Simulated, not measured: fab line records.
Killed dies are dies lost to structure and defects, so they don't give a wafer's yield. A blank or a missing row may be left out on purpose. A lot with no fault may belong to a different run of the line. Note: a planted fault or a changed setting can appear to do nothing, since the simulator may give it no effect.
fab line records | flow n5_finfet
[record] lots = 4 wafers = 12 last_day = 20
route steps=1938 shown BEOL_M1@767 BEOL_M4@1111 PASSIVATION@1936
lots untouched by any fault: they come from a run of this same line in which no faults occurred
start_h: hours from the record's first day to the start of the lot's first wafer shown | wait_h: hours elapsed since this lot's preceding step | " as in the row above | L1.1+2: one row covering several wafers at once | - either no value or no given start | * or withheld: withheld | < > ~ a bound
route shown NAME@n: names a module that has steps shown in the file, with the first one's number in the route | usual: mean/standard deviation of fault-free wafers | same: alike in all rows | chamber/n: place in a boat | sites: per-site readings | _std_site: how widely they spread, as a standard deviation | _edge_site: inner sites' mean taken away from outer sites' mean | radius_mm: for every site, how far away it sits from the centre of the wafer | mask NAME#n: copy n | behind: the tool/chamber that last shaped the wafer | hold: why the lot went on hold/how many hours it stayed there/how the hold came to an end | device: whichever transistor did not switch (one of n, p or np) | end of line: tests of these same wafers at the route's end | a step without rows: its recipe alone | killed: dies lost to structure and defects at the first sort, not the wafer's yield | map: per-die view of a wafer (x killed, . not killed, _ where there is no die)
set.NAME: the setting the step ran with; set.NAME@STEP: the setting that earlier step ran with | model.NAME: the simulator's own value behind a step, which no gauge read
certain route steps with their lots: each step a table, each wafer a row
services: the hour from which a tool's chamber was out of use, counted from the record's first day as start_h (under 0 if before that day), plus the number of hours and why
[[steps]]
[step N5_BEOL_M1_DESCUM_16]
[recipe] chemistry = O2 time_s = 7 source_power_w = 50 bias_power_w = 20 pressure_mtorr = 20 rf_frequency_hz = 2.712e+07 temp_c = 40 resist = CAR-EUV o2_flow_sccm = 225
[step N5_BEOL_M1_ETCH_74]
[recipe] chemistry = N2/H2 target = underlayer target_depth_a = 65 mask_material = CAR-EUV time_s = 5.2 ion_energy_ev = 200 pressure_mtorr = 30 source_w = 840 bias_w = 150 n2_flow_sccm = 200 h2_flow_sccm = 200 ends = cleared
[step N5_BEOL_M1_ETCH_63]
[recipe] chemistry = CF4 target = SiARC target_depth_a = 156 mask_material = CAR-EUV time_s = 26 ion_energy_ev = 80 pressure_mtorr = 40 source_w = 545 bias_w = 36 Ar_flow_sccm = 100 cf4_flow_sccm = 100 ends = cleared
[step N5_BEOL_M1_ETCH_64]
[recipe] chemistry = N2/H2 target = SOC target_depth_a = 750 overetch_a = 150 mask_material = SiARC temp_c = 40 time_s = 112.5 ion_energy_ev = 200 pressure_mtorr = 30 source_w = 840 bias_w = 150 n2_flow_sccm = 200 h2_flow_sccm = 200
[step N5_BEOL_M1_STRIP_65]
[recipe] chemistry = N2/H2 temp_c = 40 n2_flow_sccm = 200 h2_flow_sccm = 200 rf_frequency_hz = 6e+07
[step N5_BEOL_M1_STRIP_75]
[recipe] chemistry = N2/H2 temp_c = 40 n2_flow_sccm = 200 h2_flow_sccm = 200 rf_frequency_hz = 6e+07
[step N5_BEOL_M1_STRIP_66]
[recipe] chemistry = CF4 resist = SiARC power_w = 300 bias_power_w = 75 pressure_mtorr = 50 cf4_flow_sccm = 150 rf_frequency_hz = 6e+07
[step N5_BEOL_M1_HM_OPEN_17]
[recipe] chemistry = Cl2/BCl3 target_depth_a = 200 overetch_a = 60 target = TiN mask_material = SOC ion_energy_ev = 150 pressure_mtorr = 10 icp_w = 1000 bias_w = 126 Cl2_flow_sccm = 53.25 bcl3_flow_sccm = 21.75 Ar_flow_sccm = 25
[step N5_BEOL_M1_STRIP_19]
[recipe] chemistry = O2 power_w = 400 temp_c = 40 pressure_mtorr = 30 rf_frequency_hz = 6e+07 bias_power_w = 0 overash_fraction = 0.2 o2_flow_sccm = 225
[step N5_BEOL_M1_COAT_67]
[recipe] resist = SOC temp_c = 250 time_s = 60 spin_rpm = 1500 resist_thk_nm = 60
[step N5_BEOL_M1_COAT_68]
[recipe] resist = SiARC temp_c = 220 time_s = 60 spin_rpm = 1500 resist_thk_nm = 12
[step N5_BEOL_M1_COAT_76]
[recipe] resist = underlayer temp_c = 205 time_s = 60 spin_rpm = 1500 resist_thk_nm = 5
[usual] spin_speed_rpm = 1500.0/1
// columns lot.wafer tool chamber start_h wait_h spin_speed_rpm
L640.2 litho_track-02 0 167.15 - 1501.1
L640.3 " 0 " " 1498.7
L640.6 " 0 " " 1501.1
L639.1 litho_track-02 0 167.42 - 1617.8
L639.4 " 0 " " 1618.4
L639.5 " 0 " " 1616.2
L644.1 litho_track-02 0 200.32 - 1614.6
L644.2 " 0 " " 1615.3
L644.6 " 0 " " 1614.6
L656.3 litho_track-02 0 280.49 - 1499.1
L656.4 " 0 " " 1499.0
L656.6 " 0 " " 1499.5
[step N5_BEOL_M1_COAT_22]
[recipe] resist = CAR-EUV spin_rpm = 1500 resist_thk_nm = 30
[step N5_BEOL_M1_EBR_24]
[recipe] solvent = PGMEA ebr_width_mm = 1.5
[step N5_BEOL_M1_SOFTBAKE_23]
[recipe] temp_c = 110 time_s = 60 resist = CAR-EUV
[step N5_BEOL_M1_EXPOSE_25]
[recipe] mask_id = V0 na = 0.33 source_shape = quasar sigma_inner = 0.2 sigma_outer = 0.8 polarization = unpolarized defocus_nm = 5 target_cd_nm = 24 dose_mj = 63
[step N5_BEOL_M1_PEB_26]
[recipe] peb_temp_c = 100 peb_time_s = 60 resist = CAR-EUV
[step N5_BEOL_M1_DEVELOP_27]
[recipe] develop_time_s = 30 developer = TMAH resist = CAR-EUV rinse_liquid = surfactant_rinse dry = air_spin dev_temp_c = 23
[step N5_BEOL_M1_DESCUM_33]
[recipe] chemistry = O2 time_s = 7 source_power_w = 50 bias_power_w = 20 pressure_mtorr = 20 rf_frequency_hz = 2.712e+07 temp_c = 40 resist = CAR-EUV o2_flow_sccm = 225
[step N5_BEOL_M1_ETCH_77]
[recipe] chemistry = N2/H2 target = underlayer target_depth_a = 65 mask_material = CAR-EUV time_s = 5.2 ion_energy_ev = 200 pressure_mtorr = 30 source_w = 840 bias_w = 150 n2_flow_sccm = 200 h2_flow_sccm = 200 ends = cleared
[usual] drypump_motor_current_A = 5.8/0.53 etch_rf_on_time_s = 5.18/0.085 oes_product_au = 0.68/0.051 rf_vpp_V = 524.0/2.6 showerhead_plenum_p_Torr = 2.55/0.081 throttle_valve_pct = 17.70/0.19
// columns lot.wafer tool chamber start_h wait_h drypump_motor_current_A etch_rf_on_time_s oes_product_au rf_hours_counter_h rf_vpp_V showerhead_plenum_p_Torr throttle_valve_pct model.etch.depth_nm
L640.2 rie_diel-02 1 167.71 0.0 6.4 5.10 0.76 24 529.4 2.71 17.77 4.987
L640.3 " 3 " " 4.7 5.07 0.72 60 520.3 2.48 17.55 4.982
L640.6 " 3 " " 4.7 5.07 0.72 - 522.1 2.48 17.55 4.996
L639.1 rie_diel-05 3 167.98 0.0 5.8 5.09 0.65 140 527.9 2.66 17.53 4.823
L639.4 " 0 " " 5.0 5.10 0.65 155 528.2 2.66 17.62 4.826
L639.5 " 0 " " 5.0 5.03 0.65 - 527.4 2.66 17.65 4.805
L644.1 rie_diel-02 2 200.75 0.0 6.1 4.84 0.70 71 524.9 2.58 17.86 4.826
L644.2 " 3 " " 4.8 4.95 0.71 68 521.7 2.47 17.55 4.824
L644.6 " 2 " " 6.1 4.83 0.70 - 523.1 2.58 17.83 4.819
L656.3 rie_diel-06 3 280.93 0.0 5.8 5.25 0.65 136 520.2 2.44 18.01 5.006
L656.4 " 1 " " 5.2 5.22 0.66 - 521.2 2.45 17.82 5.008
L656.6 " 3 " " 5.8 5.23 0.65 - 522.0 2.44 18.03 5.011
[step N5_BEOL_M1_ETCH_69]
[recipe] chemistry = CF4 target = SiARC target_depth_a = 156 mask_material = CAR-EUV time_s = 26 ion_energy_ev = 80 pressure_mtorr = 40 source_w = 545 bias_w = 36 Ar_flow_sccm = 100 cf4_flow_sccm = 100 ends = cleared
[step N5_BEOL_M4_RC_MEAS_101]
[usual] DIBL_N = 36.6/1.1 DIBL_P = 36.8/1.6 IOFF_N = 0.169/0.024 IOFF_P = 0.206/0.028 ION_N = 679/9.2 ION_P = 462/7 SS_N = 71.6/0.57 SS_P = 73.3/0.57 VT_N = 248.8/2.4 VT_P = -251/3
// columns lot.wafer tool chamber start_h wait_h DIBL_N[mV/V] DIBL_P[mV/V] IOFF_N[nA/um] IOFF_P[nA/um] ION_N[uA/um] ION_P[uA/um] SS_N[mV/dec] SS_P[mV/dec] VT_N[mV] VT_P[mV]
L640.2 prober-01 0 229.93 0.2 36.7 36.2 0.176 0.206 669 457 72.6 74.2 249.5 -252
L640.3 " 0 " " 36.6 35.5 0.171 0.198 659 450 72.5 74.4 250.7 -251
L640.6 " 0 " " 36.3 35.2 0.162 0.196 662 456 71.6 72.9 248.9 -252
L639.1 prober-01 0 233.44 0.0 37.9 38.0 0.196 0.239 686 467 71.7 73.5 245.9 -249
L639.4 " 0 " " 39.0 39.8 0.228 0.266 700 476 72.4 74.6 245.5 -249
L639.5 " 0 " " 37.3 38.7 0.184 0.236 672 463 71.7 73.2 248.7 -246
L644.1 prober-01 0 263.88 0.0 38.9 39.0 0.198 0.260 687 469 72.1 74.1 248.2 -246
L644.2 " 0 " " 38.3 37.4 0.181 0.237 680 475 72.1 73.3 244.4 -250
L644.6 " 0 " " 38.6 37.7 0.183 0.241 692 473 71.5 73.9 244.8 -248
L656.3 prober-02 0 349.34 0.3 36.7 38.0 0.161 0.190 692 461 71.1 73.1 252.2 -254
L656.4 " 0 " " 35.4 36.6 0.131 0.168 671 458 71.0 72.6 254.1 -255
L656.6 " 0 " " 37.7 39.6 0.175 0.218 678 462 72.5 73.6 247.5 -250
[step N5_PASSIVATION_PROBE_49]
[usual] defect_limited_yield = 91.1/1.5 killed_at_M0_to_M3 = 36/11 killed_at_M4_up = 14/5.6 killed_at_contacts = 11/5.6 killed_at_front_end = 40/12 killed_at_other = 4/3.2 killed_dies = 105/17 killed_on_rim = 14/3.4 killed_open = 69/12 killed_short = 34/8.4 sort_bin_5_function = 5.2/0.95 sort_bin_6_memory = 3.3/0.63 sort_n_pass = 1075/17 sort_yield_pct = 91.1/1.5
[same] gross_dies = 1180 killed_at_back_side = 0 sort_bin_4_leakage[%] = 0 sort_bin_8_speed[%] = 0
// columns lot.wafer tool chamber start_h wait_h defect_limited_yield[%] killed_at_M0_to_M3 killed_at_M4_up killed_at_contacts killed_at_front_end killed_at_other killed_dies killed_on_rim killed_open killed_short sort_bin_5_function[%] sort_bin_6_memory[%] sort_n_pass sort_yield_pct[%]
L639.1 prober-01 - 339.77 0.0 91.5 19 20 9 52 0 100 9 62 37 5.1 3.2 1080 91.5
L639.4 prober-01 - 339.92 0.2 88.8 29 25 5 73 0 132 15 81 45 6.1 4.5 1048 88.8
L639.5 prober-01 - 339.97 0.2 90.0 20 14 10 73 1 118 7 62 52 5.9 3.5 1062 90.0
L640.2 prober-01 - 343.26 0.1 90.2 31 13 16 49 7 116 14 76 37 5.4 3.9 1064 90.2
L640.3 prober-01 - 343.31 0.1 91.2 33 13 12 42 4 104 14 69 32 5.1 3.4 1076 91.2
L640.6 prober-01 - 343.46 0.3 91.7 25 11 17 35 10 98 14 73 23 5.1 3.1 1082 91.7
L644.1 prober-01 - 383.39 0.0 90.5 33 7 3 65 4 112 13 77 33 5.3 3.6 1068 90.5
L644.2 prober-01 - 383.44 0.1 91.9 40 10 7 31 7 95 13 66 28 4.9 3.1 1085 91.9
L644.6 prober-01 - 383.64 0.3 93.0 26 15 5 31 6 83 10 52 31 4.0 2.9 1097 93.0
L656.3 prober-01 - 468.58 0.1 91.5 40 18 9 31 2 100 15 75 21 5.2 3.1 1080 91.5
L656.4 prober-01 - 468.63 0.2 90.5 64 15 4 25 4 112 13 68 42 5.2 3.9 1068 90.5
L656.6 prober-01 - 468.73 0.3 87.0 71 16 16 41 9 153 20 108 45 8.1 4.4 1027 87.0
// killed by level:class
L639.1 FIN_SAQP:geometric_particle:short=12 BEOL_M4:geometric_particle:open=12 FIN_SAQP:geometric_particle:open=8 MOL_CONTACT_COAG:geometric_particle:open=6 BEOL_M1:geometric_particle:open=6 DUMMY_GATE:geometric_particle:open=5 BEOL_M0_SAQP:geometric_particle:open=5 STI_FIN_REVEAL:geometric_particle:open=4
L639.4 FIN_SAQP:geometric_particle:short=15 BEOL_M4:geometric_particle:open=14 STI_FIN_REVEAL:geometric_particle:open=12 FIN_SAQP:geometric_particle:open=11 GATE_CUT:geometric_particle:short=9 BEOL_M0_SAQP:geometric_particle:open=8 DUMMY_GATE:geometric_particle:open=7 BEOL_M0_SAQP:geometric_particle:short=6
L639.5 FIN_SAQP:geometric_particle:short=22 STI_FIN_REVEAL:geometric_particle:open=19 FIN_SAQP:geometric_particle:open=10 MOL_CONTACT_COAG:geometric_particle:open=7 BEOL_M0_SAQP:geometric_particle:short=5 BEOL_M4:geometric_particle:short=4 STARTING-WAFER:geometric_particle:short=4 BEOL_M1:geometric_particle:open=4
L640.2 FIN_SAQP:geometric_particle:open=13 MOL_CONTACT_COAG:geometric_particle:open=11 STI_FIN_REVEAL:geometric_particle:open=10 GATE_CUT:geometric_particle:short=8 BEOL_M2:geometric_particle:open=8 BEOL_M0_SAQP:geometric_particle:open=6 BEOL_M5:geometric_particle:open=6 MOL_CONTACT_COAG:geometric_particle:short=5
L640.3 FIN_SAQP:geometric_particle:open=20 BEOL_M0_SAQP:geometric_particle:short=10 MOL_CONTACT_COAG:geometric_particle:open=9 BEOL_M2:geometric_particle:open=9 FIN_SAQP:geometric_particle:short=7 GATE_CUT:geometric_particle:short=4 GATE_CUT:geometric_particle:open=4 BEOL_M0_SAQP:geometric_particle:open=4
L640.6 MOL_CONTACT_COAG:geometric_particle:open=15 FIN_SAQP:geometric_particle:open=8 STI_FIN_REVEAL:geometric_particle:open=7 BEOL_M2:geometric_particle:open=7 BEOL_M5:geometric_particle:open=7 FIN_SAQP:geometric_particle:short=6 BEOL_M0_SAQP:geometric_particle:open=5 BEOL_M3:geometric_particle:open=5
L644.1 STI_FIN_REVEAL:geometric_particle:open=21 FIN_SAQP:geometric_particle:open=15 FIN_SAQP:geometric_particle:short=9 BEOL_M0:geometric_particle:open=7 BEOL_M3:geometric_particle:open=7 BEOL_M2:geometric_particle:short=5 STARTING-WAFER:geometric_particle:short=5 BEOL_M0_SAQP:geometric_particle:short=4
L644.2 BEOL_M1:geometric_particle:open=10 BEOL_M2:geometric_particle:open=9 FIN_SAQP:geometric_particle:short=8 MOL_CONTACT_COAG:geometric_particle:open=7 BEOL_M0:geometric_particle:open=7 STI_FIN_REVEAL:geometric_particle:open=6 FIN_SAQP:geometric_particle:open=5 BEOL_M0_SAQP:geometric_particle:open=3
L644.6 FIN_SAQP:geometric_particle:short=7 BEOL_M5:geometric_particle:open=6 FIN_SAQP:geometric_particle:open=5 STI_FIN_REVEAL:geometric_particle:open=5 BEOL_M1:geometric_particle:open=5 BEOL_M0_SAQP:geometric_particle:open=4 BEOL_M3:geometric_particle:open=4 BEOL_M1:geometric_particle:short=3
L656.3 BEOL_M0_SAQP:geometric_particle:open=11 FIN_SAQP:geometric_particle:open=8 MOL_CONTACT_COAG:geometric_particle:open=8 BEOL_M2:geometric_particle:open=8 BEOL_M4:geometric_particle:open=7 BEOL_M0_SAQP:geometric_particle:short=5 BEOL_M3:geometric_particle:open=5 BEOL_M8:geometric_particle:open=5
L656.4 BEOL_M0_SAQP:geometric_particle:short=15 BEOL_M2:geometric_particle:open=12 BEOL_M0_SAQP:geometric_particle:open=9 BEOL_M3:geometric_particle:open=8 STI_FIN_REVEAL:geometric_particle:open=5 BEOL_M1:geometric_particle:open=5 BEOL_M4:geometric_particle:open=5 FIN_SAQP:geometric_particle:open=4
L656.6 BEOL_M2:geometric_particle:open=15 MOL_CONTACT_COAG:geometric_particle:open=14 BEOL_M3:geometric_particle:open=14 BEOL_M0_SAQP:geometric_particle:short=12 BEOL_M0_SAQP:geometric_particle:open=11 FIN_SAQP:geometric_particle:open=9 BEOL_M1:geometric_particle:open=9 FIN_SAQP:geometric_particle:short=6
[[services]]
// columns tool chamber start_h hours kind
rie_diel-06 - 143.51 0.7 repair
rie_diel-02 3 173.20 15.3 repair
rie_diel-02 0 191.16 13.6 repair
rie_diel-06 2 235.12 - clean
rie_diel-06 2 235.12 - consumable_replace:focus_ring
rie_diel-06 2 235.12 34.8 scheduled_down
rie_diel-06 2 235.12 34.8 vent_cycle
rie_diel-05 1 268.62 5.2 repair
rie_diel-06 0 269.92 - clean
rie_diel-06 0 269.92 - consumable_replace:focus_ring
rie_diel-06 0 269.92 19.5 scheduled_down
rie_diel-06 0 269.92 19.5 vent_cycle
[[key]]
[first_sign] step = N5_BEOL_M1_COAT_76 reading = spin_speed_rpm direction = up sigmas = 99+ usual = * struck = *
effect none on later readings
[model_effect] step = N5_BEOL_M1_ETCH_77 value = etch.depth_nm without = 5.005 struck = 4.82
met_at N5_BEOL_M1_COAT_76
struck_wafers L639.1,L639.4,L639.5,L644.1,L644.2,L644.6
onset_between 167.15 167.42
[fault] kind = process_parameter_drift tool = litho_track-02 chamber = - onset_h = 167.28 steps = N5_BEOL_M1_COAT_76 channel = spin_rpm offset = * shape = step end_h = 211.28 acts_in = * stated = *
